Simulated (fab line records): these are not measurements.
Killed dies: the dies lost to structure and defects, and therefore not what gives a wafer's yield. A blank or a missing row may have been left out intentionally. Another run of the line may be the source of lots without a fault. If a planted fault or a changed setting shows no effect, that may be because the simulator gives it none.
The tool behind it: which one?	flow n5-finfet	Sampling: 24 lots, 72 wafers, 6 of 1938 route steps

## WHAT THE GAUGES READ, wafer by wafer
N5_ZERO_LAYER_INSPECT_20: inspects for defects (darkfield).
lot	measured	on	raw-defect-count
L074	day 1 13:23	defect-inspect-02	46 50 37
L075	day 1 19:42	defect-inspect-02	59 74 71
L076	day 2 01:15	defect-inspect-01	22 17 29
L077	day 2 07:23	defect-inspect-01	21 37 46
L078	day 2 13:23	defect-inspect-01	46 33 46
L079	day 2 19:23	defect-inspect-02	45 44 82
L080	day 3 01:23	defect-inspect-02	36 22 28
L081	day 3 07:16	defect-inspect-02	60 92 48
L082	day 3 13:15	defect-inspect-02	33 19 32
L083	day 3 20:23	defect-inspect-02	29 39 24
L084	day 4 01:23	defect-inspect-02	49 38 28
L085	day 4 07:16	defect-inspect-01	13 12 21
L086	day 4 14:02	defect-inspect-01	35 30 29
L087	day 4 19:59	defect-inspect-02	26 33 34
L088	day 5 02:05	defect-inspect-01	27 37 35
L089	day 5 07:16	defect-inspect-01	7 22 31
L090	day 5 13:23	defect-inspect-02	33 31 39
L091	day 5 19:24	defect-inspect-01	27 17 21
L092	day 6 01:17	defect-inspect-01	34 28 22
L093	day 6 07:29	defect-inspect-02	65 52 40
L094	day 6 15:01	defect-inspect-02	55 51 30
L095	day 6 19:28	defect-inspect-02	42 25 41
L096	day 7 01:25	defect-inspect-01	20 38 19
L097	day 7 07:23	defect-inspect-01	55 28 25

N5_FIN_SAQP_CD_MEAS_31 targets a cd of 8 nm.
lot	measured	on	cd-nm (nm)
L074	day 2 02:03	cd-sem-01	8.11 8.39 8.40
L075	day 2 08:25	cd-sem-01	8.24 8.00 8.14
L076	day 2 14:34	cd-sem-02	8.13 8.06 8.09
L077	day 2 19:45	cd-sem-02	8.27 7.81 8.32
L078	day 3 02:23	cd-sem-03	8.26 8.32 7.99
L079	day 3 07:36	cd-sem-02	7.80 7.63 8.06
L080	day 3 14:14	cd-sem-02	8.07 7.95 8.12
L081	day 3 20:52	cd-sem-02	8.06 7.84 8.08
L082	day 4 02:25	cd-sem-03	8.17 8.08 7.75
L083	day 4 08:12	cd-sem-02	8.13 7.88 8.11
L084	day 4 14:37	cd-sem-01	8.07 8.14 7.65
L085	day 4 19:44	cd-sem-01	8.34 8.37 8.11
L086	day 5 03:21	cd-sem-02	8.32 8.15 8.03
L087	day 5 09:44	cd-sem-02	8.02 8.06 7.94
L088	day 5 14:55	cd-sem-03	8.58 8.18 8.22
L089	day 5 20:44	cd-sem-01	8.19 8.33 8.21
L090	day 6 01:56	cd-sem-01	8.00 8.06 8.37
L091	day 6 08:08	cd-sem-01	8.11 8.31 8.06
L092	day 6 14:32	cd-sem-03	7.81 7.94 8.15
L093	day 6 22:10	cd-sem-02	7.90 8.09 8.61
L094	day 7 03:21	cd-sem-02	7.99 8.28 8.51
L095	day 7 08:21	cd-sem-03	7.76 8.15 8.12
L096	day 7 13:34	cd-sem-02	8.48 8.15 8.08
L097	day 7 19:58	cd-sem-01	8.20 8.29 7.92

## WHICH TOOL RAN EACH LOT (tool, then ch and the chambers of the sampled wafers, then the start)
lot	N5_WELL_APT_RTA_34	N5_PMOS_HMC_CHANNEL_EPI_DESCUM_14	N5_FIN_SAQP_PECVD_06	N5_FIN_SAQP_ETCH_67
L074	rtp-anneal-01 ch 0, day 1 15:58	rie-diel-03 ch 0,2,3, day 1 17:29	pecvd-03 ch 0,1,2, day 1 21:56	rie-diel-05 ch 0,1, day 2 01:17
L075	rtp-anneal-01 ch 0, day 1 22:07	rie-diel-04 ch 0,1,3, day 1 23:44	pecvd-02 ch 0,2, day 2 03:14	rie-diel-05 ch 0,1,3, day 2 07:38
L076	rtp-anneal-02 ch 0, day 2 03:45	rie-diel-04 ch 0,1, day 2 05:20	pecvd-04 ch 0,1, day 2 10:11	rie-diel-05 ch 0,1, day 2 13:47
L077	rtp-anneal-01 ch 0, day 2 10:03	rie-diel-02 ch 0,2, day 2 11:28	pecvd-03 ch 0,1, day 2 15:00	rie-diel-01 ch 1,3, day 2 18:43
L078	rtp-anneal-01 ch 0, day 2 16:37	rie-diel-03 ch 0,1, day 2 18:02	pecvd-02 ch 0,1,2, day 2 21:32	rie-diel-06 ch 0,1,2, day 3 01:05
L079	rtp-anneal-01 ch 0, day 2 21:47	rie-diel-02 ch 0,1,2, day 2 23:13	pecvd-04 ch 0, day 3 02:53	rie-diel-05 ch 0,2, day 3 06:39
L080	rtp-anneal-02 ch 0, day 3 04:19	rie-diel-02 ch 0,2, day 3 05:33	pecvd-03 ch 0,1,2, day 3 09:02	rie-diel-01 ch 0,3, day 3 12:32
L081	rtp-anneal-01 ch 0, day 3 10:03	rie-diel-04 ch 0,2,3, day 3 11:28	pecvd-03 ch 0,1,2, day 3 15:10	rie-diel-01 ch 0,2,3, day 3 19:55
L082	rtp-anneal-02 ch 0, day 3 16:46	rie-diel-04 ch 0,2,3, day 3 18:08	pecvd-02 ch 0,1, day 3 22:10	rie-diel-06 ch 2,3, day 4 01:38
L083	rtp-anneal-01 ch 0, day 3 22:47	rie-diel-03 ch 0,2, day 4 00:10	pecvd-04 ch 0,1, day 4 04:04	rie-diel-05 ch 1,2,3, day 4 07:26
L084	rtp-anneal-01 ch 0, day 4 04:11	rie-diel-02 ch 1,3, day 4 05:35	pecvd-04 ch 1, day 4 09:31	rie-diel-01 ch 1,2,3, day 4 13:19
L085	rtp-anneal-01 ch 0, day 4 09:55	rie-diel-03 ch 0,1,3, day 4 11:23	pecvd-02 ch 0,2, day 4 15:23	rie-diel-01 ch 1,2,3, day 4 18:52
L086	rtp-anneal-02 ch 0, day 4 16:30	rie-diel-02 ch 0,1,2, day 4 18:10	pecvd-02 ch 0,1,2, day 4 22:17	rie-diel-01 ch 0,1, day 5 02:10
L087	rtp-anneal-01 ch 0, day 4 22:32	rie-diel-03 ch 1,2,3, day 5 01:05	pecvd-02 ch 0,1, day 5 04:55	rie-diel-06 ch 0,3, day 5 08:53
L088	rtp-anneal-01 ch 0, day 5 04:32	rie-diel-03 ch 1,2, day 5 06:03	pecvd-03 ch 0,2, day 5 10:38	rie-diel-01 ch 0,1,2, day 5 14:05
L089	rtp-anneal-01 ch 0, day 5 09:33	rie-diel-03 ch 0,1,2, day 5 11:11	pecvd-04 ch 0,1, day 5 16:33	rie-diel-06 ch 0,1,2, day 5 19:58
L090	rtp-anneal-01 ch 0, day 5 16:16	rie-diel-04 ch 1,2,3, day 5 18:03	pecvd-03 ch 0,1,2, day 5 21:49	rie-diel-06 ch 1,2,3, day 6 01:10
L091	rtp-anneal-01 ch 0, day 5 21:48	rie-diel-03 ch 0,1,2, day 5 23:13	pecvd-03 ch 0,1, day 6 03:46	rie-diel-05 ch 0,1,2, day 6 07:07
L092	rtp-anneal-02 ch 0, day 6 03:47	rie-diel-03 ch 0,2, day 6 05:30	pecvd-04 ch 0, day 6 09:05	rie-diel-01 ch 1,2, day 6 13:30
L093	rtp-anneal-01 ch 0, day 6 10:46	rie-diel-04 ch 1,2,3, day 6 13:16	pecvd-03 ch 0,1,2, day 6 17:40	rie-diel-05 ch 1,2,3, day 6 21:08
L094	rtp-anneal-02 ch 0, day 6 17:43	rie-diel-03 ch 0,1,2, day 6 19:18	pecvd-02 ch 0,1, day 6 23:05	rie-diel-06 ch 1,2,3, day 7 02:34
L095	rtp-anneal-02 ch 0, day 6 22:04	rie-diel-04 ch 1,2, day 6 23:47	pecvd-03 ch 0,1,2, day 7 03:19	rie-diel-05 ch 0,1, day 7 07:21
L096	rtp-anneal-02 ch 0, day 7 03:53	rie-diel-02 ch 0,1,3, day 7 05:36	pecvd-02 ch 1,2, day 7 09:05	rie-diel-01 ch 1,2, day 7 12:48
L097	rtp-anneal-01 ch 0, day 7 09:58	rie-diel-04 ch 1,2,3, day 7 11:35	pecvd-04 ch 0, day 7 15:30	rie-diel-01 ch 1,2, day 7 18:52
- N5_WELL_APT_RTA_34: time 10 s.
- N5_PMOS_HMC_CHANNEL_EPI_DESCUM_14: chemistry O2, time 7.9 s.
- N5_FIN_SAQP_PECVD_06: deposits a-Si from SiH4/He, target thk 60 nm, time 48.1 s.
- N5_FIN_SAQP_ETCH_67: etches SiNx in CH3F/O2, target depth 30 nm.

## WHAT THE TOOLS THEMSELVES READ (means of the sampled wafers that have a number; where no wafer has one, the mark that the record gives instead)
N5_WELL_APT_RTA_34.
lot	tool	lamp-power-pct (%)	lamp_zone_3_pct (%)	lamp_zone_6_pct (%)	wafer_temp_C_max
L074	rtp-anneal-01	12.94	13.004	12.916	1004.9
L075	rtp-anneal-01	13.00	13.002	12.907	1002.3
L076	rtp-anneal-02	12.99	13.002	12.907	1003.9
L077	rtp-anneal-01	13.06	13.013	12.892	1003.6
L078	rtp-anneal-01	13.00	12.990	12.942	1003.8
L079	rtp-anneal-01	13.02	12.991	12.918	1003.9
L080	rtp-anneal-02	12.99	12.991	12.915	1003.6
L081	rtp-anneal-01	13.03	13.012	12.895	1004.0
L082	rtp-anneal-02	13.03	12.987	12.913	1002.8
L083	rtp-anneal-01	12.93	13.006	12.917	1003.8
L084	rtp-anneal-01	12.97	12.991	12.927	1004.6
L085	rtp-anneal-01	13.07	12.974	12.925	1001.9
L086	rtp-anneal-02	13.04	13.030	12.914	1003.7
L087	rtp-anneal-01	12.99	12.975	12.918	1003.5
L088	rtp-anneal-01	13.01	13.016	12.927	1004.0
L089	rtp-anneal-01	13.02	13.007	12.903	1003.7
L090	rtp-anneal-01	12.99	13.009	12.914	1005.1
L091	rtp-anneal-01	13.02	13.010	12.906	1003.0
L092	rtp-anneal-02	13.01	12.981	12.944	1003.4
L093	rtp-anneal-01	13.00	13.002	12.895	1003.6
L094	rtp-anneal-02	13.06	12.986	12.912	1003.8
L095	rtp-anneal-02	12.98	13.001	12.913	1003.5
L096	rtp-anneal-02	13.01	13.010	12.914	1003.2
L097	rtp-anneal-01	13.01	13.021	12.928	1005.1

N5_PMOS_HMC_CHANNEL_EPI_DESCUM_14.
lot	tool	bias-power-w (W)	drypump-motor-current-A (A)	oes-product-au (a.u.)	rf-vpp-V (V)	showerhead-plenum-p-Torr (Torr)	throttle-valve-pct (%)
L074	rie-diel-03	19.97	5.5	0.78	243.3	2.11	20.5
L075	rie-diel-04	19.96	5.8	0.81	241.6	2.01	20.2
L076	rie-diel-04	20.05	5.7	0.81	241.5	1.97	20.2
L077	rie-diel-02	20.01	5.4	0.72	244.7	2.18	20.9
L078	rie-diel-03	20.03	5.5	0.73	243.0	2.11	20.5
L079	rie-diel-02	19.96	5.7	0.72	244.2	2.18	20.8
L080	rie-diel-02	20.00	5.4	0.72	244.9	2.18	20.9
L081	rie-diel-04	19.98	5.7	0.77	243.0	2.04	20.2
L082	rie-diel-04	20.04	5.7	0.76	242.2	2.04	20.2
L083	rie-diel-03	19.96	5.3	0.73	243.1	2.09	20.7
L084	rie-diel-02	19.99	6.6	0.80	244.3	2.14	20.4
L085	rie-diel-03	19.98	5.7	0.75	244.0	2.12	20.3
L086	rie-diel-02	19.99	5.6	0.71	244.2	2.17	20.8
L087	rie-diel-03	20.03	5.9	0.76	243.7	2.13	20.3
L088	rie-diel-03	20.07	6.1	0.73	244.8	2.14	20.3
L089	rie-diel-03	19.98	5.7	0.72	243.6	2.11	20.5
L090	rie-diel-04	19.98	5.6	0.79	242.7	2.07	20.1
L091	rie-diel-03	19.96	5.7	0.72	243.0	2.11	20.6
L092	rie-diel-03	19.95	5.4	0.73	243.0	2.09	20.8
L093	rie-diel-04	19.99	5.6	0.79	243.0	2.07	20.1
L094	rie-diel-03	20.05	5.7	0.71	244.3	2.11	20.6
L095	rie-diel-04	20.04	5.3	0.82	242.5	2.06	20.0
L096	rie-diel-02	20.03	6.3	0.76	243.4	2.13	20.5
L097	rie-diel-04	19.99	5.5	0.77	242.8	2.06	20.1

N5_FIN_SAQP_PECVD_06.
lot	tool	chamber-pressure-Torr (Torr)	heater-power-w (W)	showerhead-plenum-p-Torr (Torr)	throttle-valve-pct (%)
L074	pecvd-03	3.002	817	5.70	18.4
L075	pecvd-02	3.001	694	5.67	19.2
L076	pecvd-04	3.003	861	5.68	17.4
L077	pecvd-03	2.999	831	5.70	18.1
L078	pecvd-02	2.998	826	5.66	18.4
L079	pecvd-04	3.000	912	5.72	17.5
L080	pecvd-03	3.000	813	5.70	18.5
L081	pecvd-03	2.999	834	5.70	18.4
L082	pecvd-02	2.995	833	5.65	18.3
L083	pecvd-04	2.998	806	5.64	17.4
L084	pecvd-04	2.999	851	5.60	17.4
L085	pecvd-02	2.997	732	5.65	18.6
L086	pecvd-02	2.996	759	5.66	18.4
L087	pecvd-02	3.007	743	5.68	19.0
L088	pecvd-03	3.000	790	5.70	18.4
L089	pecvd-04	3.002	843	5.65	17.4
L090	pecvd-03	2.996	814	5.70	18.6
L091	pecvd-03	3.000	881	5.70	18.5
L092	pecvd-04	3.000	884	5.72	17.8
L093	pecvd-03	3.001	791	5.69	18.6
L094	pecvd-02	3.001	755	5.68	18.8
L095	pecvd-03	2.996	789	5.69	18.4
L096	pecvd-02	2.995	844	5.63	17.9
L097	pecvd-04	3.005	850	5.71	17.8

N5_FIN_SAQP_ETCH_67.
lot	tool	drypump-motor-current-A (A)	oes-product-au (a.u.)	rf-vpp-V (V)	showerhead-plenum-p-Torr (Torr)	throttle-valve-pct (%)
L074	rie-diel-05	5.5	0.80	300	2.03	16.28
L075	rie-diel-05	6.0	0.81	295	1.98	16.34
L076	rie-diel-05	5.8	0.87	299	2.00	16.31
L077	rie-diel-01	5.5	0.75	296	2.01	16.43
L078	rie-diel-06	5.8	0.78	295	1.98	16.24
L079	rie-diel-05	5.4	0.75	301	2.05	16.30
L080	rie-diel-01	6.1	0.71	293	1.95	16.26
L081	rie-diel-01	6.3	0.74	295	1.98	16.26
L082	rie-diel-06	5.0	0.83	294	1.94	16.11
L083	rie-diel-05	6.1	0.81	294	1.97	16.37
L084	rie-diel-01	6.0	0.75	298	2.01	16.37
L085	rie-diel-01	5.9	0.75	297	2.01	16.36
L086	rie-diel-01	5.6	0.73	297	1.96	16.42
L087	rie-diel-06	5.3	0.79	289	1.93	16.31
L088	rie-diel-01	6.1	0.74	296	1.96	16.33
L089	rie-diel-06	5.8	0.76	295	1.97	16.28
L090	rie-diel-06	5.3	0.78	296	1.97	16.19
L091	rie-diel-05	5.6	0.78	299	2.01	16.36
L092	rie-diel-01	6.2	0.76	299	1.99	16.33
L093	rie-diel-05	6.1	0.79	294	1.96	16.41
L094	rie-diel-06	5.3	0.76	295	1.97	16.20
L095	rie-diel-05	5.8	0.80	298	1.98	16.37
L096	rie-diel-01	5.8	0.75	300	1.98	16.45
L097	rie-diel-01	5.8	0.75	299	1.98	16.45

## THE ANSWER, worked out from the rows above alone
Rule: what is usual is taken from the lots themselves. The widest of any qualifying gaps counts: lots, ordered by their means at a reading, are off when they make up no more than a third of the lots, leave a main group of 4 or more, and stand apart from it by 3 or more times the standard deviation of that group's means. A main group is skipped when, at the precision printed for the reading in the tables above, its means are all equal. Also off: a lot with no number at a reading for which 4 or more lots have one. Where the step has rows for the other lots, those lots are counted as sound. After the gauges, taken in route order, come the tools' own readings; for these a lot's mean is taken, as printed above. At the first step where some lot is off, the reading lying furthest off is the one used; lots without a number count as furthest.
None of the lots is off at any reading shown; this tells nothing.

## WHAT THE SIMULATOR HAD PUT IN
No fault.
